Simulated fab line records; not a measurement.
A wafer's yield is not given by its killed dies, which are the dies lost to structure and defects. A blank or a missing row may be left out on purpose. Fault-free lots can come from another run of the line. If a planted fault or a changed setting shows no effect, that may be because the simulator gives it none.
fab line records ; flow n5-finfet
record: lots: 7; wafers: 39
route steps=1938 shown FIN_SAQP@94 FIN_CUT@176 DUMMY_GATE@246 GATE_CUT@510 MOL_CONTACT_COAG@613
start-h: hours from the record's first day to the start of the lot's first wafer shown ; wait-h: hours since the lot's step before ; " the same as in the row above ; L1.1+2: one row covering several wafers at once ; - no value present, or no start provided ; * or withheld: withheld ; < > ~ a bound
route shown NAME@n: names a module that has steps shown in the file, with the first one's number in the route ; usual: mean and standard deviation over wafers with no fault ; same: alike in all rows ; chamber/n: place in a boat ; sites: per-site readings ; _std_site: standard deviation across them ; _edge_site: the outer-site mean with the inner-site mean subtracted ; radius-mm: how far each site lies from the wafer's centre ; mask NAME#n: copy n ; behind: tool/chamber where the wafer was last shaped ; hold: what put the lot on hold/how long, in hours/how the hold closed ; device: transistor that didn't switch, given as n, p or np ; end of line: tests run on the same wafers once the route is complete ; for a step that has no rows: nothing shown but its recipe ; killed: count of dies lost to structure and defects at first sort (not the wafer's yield) ; map: shows each die of a wafer: x if killed, . if not, _ if none is there
set.NAME: the setting the step ran with; set.NAME@STEP: the setting that earlier step ran with ; model.NAME: the simulator's own value behind a step, which no gauge read
lots with deliberately changed settings; one table per step, one row per wafer
== steps ==
step: N5_FIN_SAQP_ALD_61
recipe: material: SiO2; target-thk-a: 40; temp-c: 300; ald-precursor-family: BDEAS; ald-co-reactant: O2-plasma; pulse-time-s: 1; purge-time-s: 2; co-reactant-purge-time-s: 2; ald-cycles: 43; pressure-torr: 2
lot.wafer;tool;chamber;start-h;wait-h;set.ald-cycles;model.SiO2_of_FIN_SAQP_ALD_61.thk-nm
L075.1;ald-sin-01;2;27.50;0.0;50;4.65
L075.2;ald-sin-01;1;27.50;0.0;43;4.039
L075.3;ald-sin-01;0;27.50;0.0;43;3.987
L075.4;ald-sin-01;3;27.50;0.0;50;4.701
L075.5;ald-sin-01;1;27.50;0.0;43;4.044
L075.6;ald-sin-01;2;27.50;0.0;50;4.659
L077.1;ald-sin-04;3;38.83;0.0;47;4.361
L077.2;ald-sin-04;2;38.83;0.0;47;4.393
L077.3;ald-sin-04;1;38.83;0.0;47;4.406
L077.4;ald-sin-04;0;38.83;0.0;43;4.008
L077.5;ald-sin-04;0;38.83;0.0;43;4.016
L077.6;ald-sin-04;3;38.83;0.0;43;3.979
L079.1;ald-sin-04;0;50.58;0.1;45;4.218
L079.2;ald-sin-04;2;50.58;0.1;43;3.995
L079.3;ald-sin-04;3;50.58;0.1;45;4.165
L079.4;ald-sin-04;1;50.58;0.1;43;4.037
L079.5;ald-sin-04;1;50.58;0.1;45;4.197
L079.6;ald-sin-04;0;50.58;0.1;43;4.032
L092.1;ald-sin-03;0;128.51;0.0;43;4.007
L092.2;ald-sin-03;3;128.51;0.0;43;3.974
L092.3;ald-sin-03;2;128.51;0.0;41;3.835
L092.4;ald-sin-03;1;128.51;0.0;41;3.807
L092.5;ald-sin-03;1;128.51;0.0;43;4.005
L092.6;ald-sin-03;2;128.51;0.0;41;3.828
L093.1;ald-sin-03;1;134.95;0.2;46;4.294
L093.2;ald-sin-03;2;134.95;0.2;43;4.024
L093.3;ald-sin-03;0;134.95;0.2;46;4.317
L093.4;ald-sin-03;3;134.95;0.2;43;4.032
L093.5;ald-sin-03;0;134.95;0.2;43;4.015
L093.6;ald-sin-03;1;134.95;0.2;46;4.305
L095.1;ald-sin-04;3;148.10;1.9;43;4.004
L095.2;ald-sin-04;2;148.10;1.9;38;3.565
L095.3;ald-sin-04;0;148.10;1.9;43;4.045
L095.4;ald-sin-04;0;148.10;1.9;38;3.566
L095.5;ald-sin-04;2;148.10;1.9;38;3.56
L095.6;ald-sin-04;3;148.10;1.9;43;4.003
L097.1;ald-sin-01;2;159.18;0.0;43;3.993
L097.2;ald-sin-01;0;159.18;0.0;43;3.978
L097.5;ald-sin-01;3;159.18;0.0;43;4.049
step: N5_FIN_CUT_CUT_ETCH_15
recipe: chemistry: HBr/Cl2/O2; target: Si; target-depth-a: 1000; bt-time-s: 10; mask-material: SOC; time-s: 42.4; ion-energy-ev: *; bias-w: *; pressure-mtorr: 10; icp-w: 800; HBr_flow_sccm: 150; Cl2_flow_sccm: 80; O2_flow_sccm: 12
lot.wafer;tool;chamber;start-h;wait-h;set.target-depth-a;model.etch.depth-nm;model.FIN_CUT.feature-depth-nm;model.SOC_of_FIN_CUT_COAT_18.thk-nm
L075.1;rie-si-03;2;36.06;0.1;1000;100.5;100.6;171.2
L075.2;rie-si-03;0;36.06;0.1;903.6;91.96;92;175.4
L075.3;rie-si-03;1;36.06;0.1;1000;99.99;100;171.2
L075.4;rie-si-03;3;36.06;0.1;903.6;89.52;89.6;175.2
L075.5;rie-si-03;1;36.06;0.1;903.6;90;90;176.2
L075.6;rie-si-03;2;36.06;0.1;1000;100.9;101;171
L077.1;rie-si-01;2;46.66;0.1;1000;97.55;97.6;170.2
L077.2;rie-si-01;3;46.66;0.1;1000;103;103;168.8
L077.3;rie-si-01;1;46.66;0.1;1000;99.06;99;170.6
L077.4;rie-si-01;0;46.66;0.1;1000;99.57;99.6;169.6
L077.5;rie-si-01;3;46.66;0.1;1000;103.9;103.8;167.2
L077.6;rie-si-01;2;46.66;0.1;1000;97.38;97.4;172.4
L079.1;rie-si-03;1;58.34;0.1;1000;98.58;98.6;170.8
L079.2;rie-si-03;3;58.34;0.1;1120;110.1;110.2;167.2
L079.3;rie-si-03;2;58.34;0.1;1120;111.4;111.4;165.4
L079.4;rie-si-03;0;58.34;0.1;1000;100.1;100.2;170.4
L079.5;rie-si-03;3;58.34;0.1;1000;98.82;98.8;171.2
L079.6;rie-si-03;0;58.34;0.1;1120;112.2;112.2;164.6
L092.1;rie-si-03;1;135.47;0.1;1120;110.6;110.6;165.8
L092.2;rie-si-03;3;135.47;0.1;1000;98.19;98.2;170.8
L092.3;rie-si-03;2;135.47;0.1;1120;113.5;113.6;167.2
L092.4;rie-si-03;0;135.47;0.1;1000;101;101;169.8
L092.5;rie-si-03;1;135.47;0.1;1120;109.1;109;166.2
L092.6;rie-si-03;2;135.47;0.1;1000;100.8;100.8;170.2
L093.1;rie-si-03;1;141.68;0.1;1000;98.91;99;170.6
L093.2;rie-si-03;0;141.68;0.1;917.9;92.24;92.2;173.8
L093.3;rie-si-03;2;141.68;0.1;917.9;93.1;93;173.2
L093.4;rie-si-03;3;141.68;0.1;917.9;90.81;90.8;175.2
L093.5;rie-si-03;1;141.68;0.1;1000;99.05;99;171.2
L093.6;rie-si-03;2;141.68;0.1;1000;101.5;101.4;170.4
L095.1;rie-si-03;0;155.29;0.1;1000;100.6;100.6;169.8
L095.2;rie-si-03;3;155.29;0.1;904.8;89.77;89.8;173.4
L095.3;rie-si-03;1;155.29;0.1;1000;97.94;98;171.6
L095.4;rie-si-03;2;155.29;0.1;904.8;91.53;91.6;172.6
L095.5;rie-si-03;2;155.29;0.1;1000;100.3;100.2;169.2
L095.6;rie-si-03;1;155.29;0.1;904.8;88.32;88.4;173.4
L097.1;rie-si-01;0;168.47;0.1;1000;101.3;101.2;170.6
L097.2;rie-si-01;1;168.47;0.1;1000;98.38;98.4;172.4
L097.5;rie-si-01;2;168.47;0.1;1000;99.63;99.6;171.4
step: N5_DUMMY_GATE_ETCH_32
recipe: chemistry: CF4; target: SiO2; target-depth-a: 35; time-s: 3.9; ion-energy-ev: 350; pressure-mtorr: 10; icp-w: 800; bias-w: 400; cf4-flow-sccm: 80
lot.wafer;tool;chamber;start-h;wait-h;set.time-s;model.etch.depth-nm
L075.1;rie-si-03;1;54.70;0.1;4.466;4.016
L075.2;rie-si-03;2;54.70;0.1;4.466;4.088
L075.3;rie-si-03;0;54.70;0.1;3.9;3.575
L075.4;rie-si-03;3;54.70;0.1;3.9;3.425
L075.5;rie-si-03;1;54.70;0.1;3.9;3.485
L075.6;rie-si-03;0;54.70;0.1;4.466;4.086
L077.1;rie-si-05;3;65.68;0.1;3.9;3.506
L077.2;rie-si-05;1;65.68;0.1;3.9;3.383
L077.3;rie-si-05;0;65.68;0.1;3.9;3.417
L077.4;rie-si-05;2;65.68;0.1;3.9;3.31
L077.5;rie-si-05;0;65.68;0.1;3.9;3.377
L077.6;rie-si-05;3;65.68;0.1;3.9;3.521
L079.1;rie-si-05;3;77.14;0.1;3.9;3.548
L079.2;rie-si-05;0;77.14;0.1;4.175;3.697
L079.3;rie-si-05;2;77.14;0.1;4.175;3.623
L079.4;rie-si-05;1;77.14;0.1;3.9;3.412
L079.5;rie-si-05;2;77.14;0.1;4.175;3.601
L079.6;rie-si-05;1;77.14;0.1;3.9;3.408
L092.1;rie-si-01;0;153.97;0.1;3.9;3.511
L092.2;rie-si-01;2;153.97;0.1;3.9;3.43
L092.3;rie-si-01;1;153.97;0.1;3.9;3.341
L092.4;rie-si-01;2;153.97;0.1;4.161;3.661
L092.5;rie-si-01;1;153.97;0.1;4.161;3.572
L092.6;rie-si-01;0;153.97;0.1;4.161;3.74
L093.1;rie-si-01;2;160.64;0.1;3.048;2.714
L093.2;rie-si-01;0;160.64;0.1;3.048;2.767
L093.3;rie-si-01;1;160.64;0.1;3.9;3.339
L093.4;rie-si-01;0;160.64;0.1;3.9;3.541
L093.5;rie-si-01;2;160.64;0.1;3.048;2.707
L093.6;rie-si-01;1;160.64;0.1;3.9;3.323
L095.1;rie-si-05;0;175.74;0.1;3.9;3.44
L095.2;rie-si-05;3;175.74;0.1;3.584;3.233
L095.3;rie-si-05;1;175.74;0.1;3.584;3.17
L095.4;rie-si-05;2;175.74;0.1;3.9;3.357
L095.5;rie-si-05;3;175.74;0.1;3.9;3.495
L095.6;rie-si-05;0;175.74;0.1;3.584;3.162
L097.1;rie-si-01;1;187.67;0.1;3.9;3.301
L097.2;rie-si-01;3;187.67;0.1;3.9;3.602
L097.5;rie-si-01;3;187.67;0.1;3.9;3.588
step: N5_GATE_CUT_ALD_22
recipe: material: SiNx; target-thk-a: 160; temp-c: 400; ald-precursor-family: SiH2I2; ald-co-reactant: N2/H2-plasma; pulse-time-s: 1; ald-cycles: 320; purge-time-s: 2; co-reactant-purge-time-s: 2; pressure-torr: 2
lot.wafer;tool;chamber;start-h;wait-h;set.ald-cycles;model.SiNx_of_GATE_CUT_ALD_22.thk-nm
L075.1;ald-sin-02;0;90.13;0.0;320;16.2
L075.2+3+4+5+6;ald-sin-02;1,3,0,3,1;90.13;0.0;320;16
L077.1+4+6;ald-sin-03;1,0,2;103.93;0.0;320;16.2
L077.2+3;ald-sin-03;2,3;103.93;0.0;279;14
L077.5;ald-sin-03;1;103.93;0.0;279;14.2
L079.1+6;ald-sin-02;3,1;114.70;0.3;320;16
L079.2+3;ald-sin-02;2,1;114.70;0.3;284;14.2
L079.4;ald-sin-02;0;114.70;0.3;284;14.4
L079.5;ald-sin-02;0;114.70;0.3;320;16.2
L092.1+3+4+6;ald-sin-02;3,1,2,0;191.94;0.0;320;16
L092.2;ald-sin-02;0;191.94;0.0;320;16.2
L092.5;ald-sin-02;3;191.94;0.0;320;15.8
L093.1;ald-sin-03;2;197.28;0.0;320;16.2
L093.2+4+6;ald-sin-03;0,3,1;197.28;0.0;270;13.6
L093.3+5;ald-sin-03;1,0;197.28;0.0;320;16
L095.1+2+5;ald-sin-02;1,0,0;216.13;0.0;336;16.8
L095.3+4+6;ald-sin-02;2,3,1;216.13;0.0;320;16
L097.1+2;ald-sin-02;1,0;229.83;1.4;320;16
L097.5;ald-sin-02;2;229.83;1.4;320;16.2
step: N5_MOL_CONTACT_COAG_ETCHBACK_136
recipe: chemistry: CHF3; target: SiO2; target-depth-a: 250; time-s: 16.7; ion-energy-ev: 200; pressure-mtorr: 30; source-w: 610; bias-w: 170; Ar_flow_sccm: 200; CHF3_flow_sccm: 50
lot.wafer;tool;chamber;start-h;wait-h;set.target-depth-a
L075.1+2+3+4+5+6;rie-diel-02;1,0,3,2,3,0;105.66;0.0;250
L077.1+3+6;rie-diel-01;2,0,3;121.53;0.0;250
L077.2+4+5;rie-diel-01;1,3,2;121.53;0.0;266.7
L079.1+3+5;rie-diel-04;2,3,1;132.37;0.0;250
L079.2+4+6;rie-diel-04;0,1,2;132.37;0.0;266.5
L092.1+2+4;rie-diel-02;3,2,1;206.01;0.0;250
L092.3+5+6;rie-diel-02;0,3,2;206.01;0.0;278.9
L093.1+4+6;rie-diel-01;2,0,2;215.32;0.0;250
L093.2+3+5;rie-diel-01;1,3,3;215.32;0.0;267.9
L095.1+4+6;rie-diel-02;2,3,0;232.15;0.0;219.4
L095.2+3+5;rie-diel-02;0,1,1;232.15;0.0;250
L097.1+2+5;rie-diel-02;0,3,3;244.63;0.0;250
step: N5_MOL_CONTACT_COAG_STRIP_120
recipe: chemistry: CHF3; resist: SiARC; rf-frequency-hz: 6e+07
step: N5_MOL_CONTACT_COAG_VIA_ETCH_117
recipe: chemistry: C4F6/O2; target-depth-a: 400; overetch-a: 80; mask-material: SOC; target: SiO2; bias-w: 455; pressure-mtorr: 10; time-s: 26; source-w: 325; Ar_flow_sccm: 300; C4F6_flow_sccm: 10; O2_flow_sccm: 10; ion-energy-ev: 575.3; ends: end-point
lot.wafer;tool;chamber;start-h;wait-h;set.target-depth-a@MOL_CONTACT_COAG_ETCHBACK_136;model.MOL_CONTACT_COAG.feature-depth-nm;model.etch.depth-nm
L075.1;rie-diel-02;1;105.69;0.0;250;39.6;39.67
L075.2;rie-diel-02;0;105.69;0.0;250;39.6;39.59
L075.3;rie-diel-02;3;105.69;0.0;250;40;40.02
L075.4;rie-diel-02;2;105.69;0.0;250;41.2;41.17
L075.5;rie-diel-02;3;105.69;0.0;250;39.8;39.88
L075.6;rie-diel-02;0;105.69;0.0;250;39.8;39.7
L077.1;rie-diel-01;2;121.56;0.0;250;40.2;40.22
L077.2;rie-diel-01;1;121.56;0.0;266.7;38;38.03
L077.3;rie-diel-01;0;121.56;0.0;250;40;40.09
L077.4;rie-diel-01;3;121.56;0.0;266.7;38.6;38.61
L077.5;rie-diel-01;2;121.56;0.0;266.7;38.4;38.43
L077.6;rie-diel-01;3;121.56;0.0;250;40.2;40.21
L079.1;rie-diel-04;2;132.40;0.0;250;39.8;39.9
L079.2;rie-diel-04;0;132.40;0.0;266.5;38;37.99
L079.3;rie-diel-04;3;132.40;0.0;250;40.4;40.46
L079.4;rie-diel-04;1;132.40;0.0;266.5;38.4;38.44
L079.5;rie-diel-04;1;132.40;0.0;250;40.2;40.28
L079.6;rie-diel-04;2;132.40;0.0;266.5;38.2;38.26
L092.1;rie-diel-02;3;206.04;0.0;250;39.8;39.77
L092.2;rie-diel-02;2;206.04;0.0;250;41;40.94
L092.3;rie-diel-02;0;206.04;0.0;278.9;36.8;36.83
L092.4;rie-diel-02;1;206.04;0.0;250;39.8;39.72
L092.5;rie-diel-02;3;206.04;0.0;278.9;37;36.92
L092.6;rie-diel-02;2;206.04;0.0;278.9;38.4;38.49
L093.1;rie-diel-01;2;215.35;0.0;250;40.6;40.55
L093.2;rie-diel-01;1;215.35;0.0;267.9;38.6;38.51
L093.3;rie-diel-01;3;215.35;0.0;267.9;38.4;38.43
L093.4;rie-diel-01;0;215.35;0.0;250;39.8;39.76
L093.5;rie-diel-01;3;215.35;0.0;267.9;38.4;38.45
L093.6;rie-diel-01;2;215.35;0.0;250;40.6;40.64
L095.1;rie-diel-02;2;232.18;0.0;219.4;44.2;44.28
L095.2;rie-diel-02;0;232.18;0.0;250;39.4;39.44
L095.3;rie-diel-02;1;232.18;0.0;250;39.8;39.85
L095.4;rie-diel-02;3;232.18;0.0;219.4;42.8;42.83
L095.5;rie-diel-02;1;232.18;0.0;250;39.8;39.8
L095.6;rie-diel-02;0;232.18;0.0;219.4;42.6;42.59
L097.1;rie-diel-02;0;244.66;0.0;250;39.6;39.51
L097.2;rie-diel-02;3;244.66;0.0;250;39.6;39.62
L097.5;rie-diel-02;3;244.66;0.0;250;39.8;39.75
== key ==
split: step: N5_FIN_SAQP_ALD_61; setting: ald-cycles; stated: 43; by: wafer
response: step: N5_FIN_SAQP_ALD_61; reading: model.SiO2_of_FIN_SAQP_ALD_61.thk-nm; change: +0.0397; per: 1%; r: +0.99
split: step: N5_FIN_CUT_CUT_ETCH_15; setting: target-depth-a; stated: 1000; by: wafer
response: step: N5_FIN_CUT_CUT_ETCH_15; reading: model.etch.depth-nm; change: +0.984; per: 1%; r: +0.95
response: step: N5_FIN_CUT_CUT_ETCH_15; reading: model.FIN_CUT.feature-depth-nm; change: +0.983; per: 1%; r: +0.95
response: step: N5_FIN_CUT_CUT_ETCH_15; reading: model.SOC_of_FIN_CUT_COAT_18.thk-nm; change: -0.381; per: 1%; r: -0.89
split: step: N5_DUMMY_GATE_ETCH_32; setting: time-s; stated: 3.9; by: wafer
response: step: N5_DUMMY_GATE_ETCH_32; reading: model.etch.depth-nm; change: +0.0327; per: 1%; r: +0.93
split: step: N5_GATE_CUT_ALD_22; setting: ald-cycles; stated: 320; by: wafer
response: step: N5_GATE_CUT_ALD_22; reading: model.SiNx_of_GATE_CUT_ALD_22.thk-nm; change: +0.161; per: 1%; r: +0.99
split: step: N5_MOL_CONTACT_COAG_ETCHBACK_136; setting: target-depth-a; stated: 250; by: wafer
response: step: N5_MOL_CONTACT_COAG_VIA_ETCH_117; reading: model.MOL_CONTACT_COAG.feature-depth-nm; change: -0.269; per: 1%; r: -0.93
response: step: N5_MOL_CONTACT_COAG_VIA_ETCH_117; reading: model.etch.depth-nm; change: -0.268; per: 1%; r: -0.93
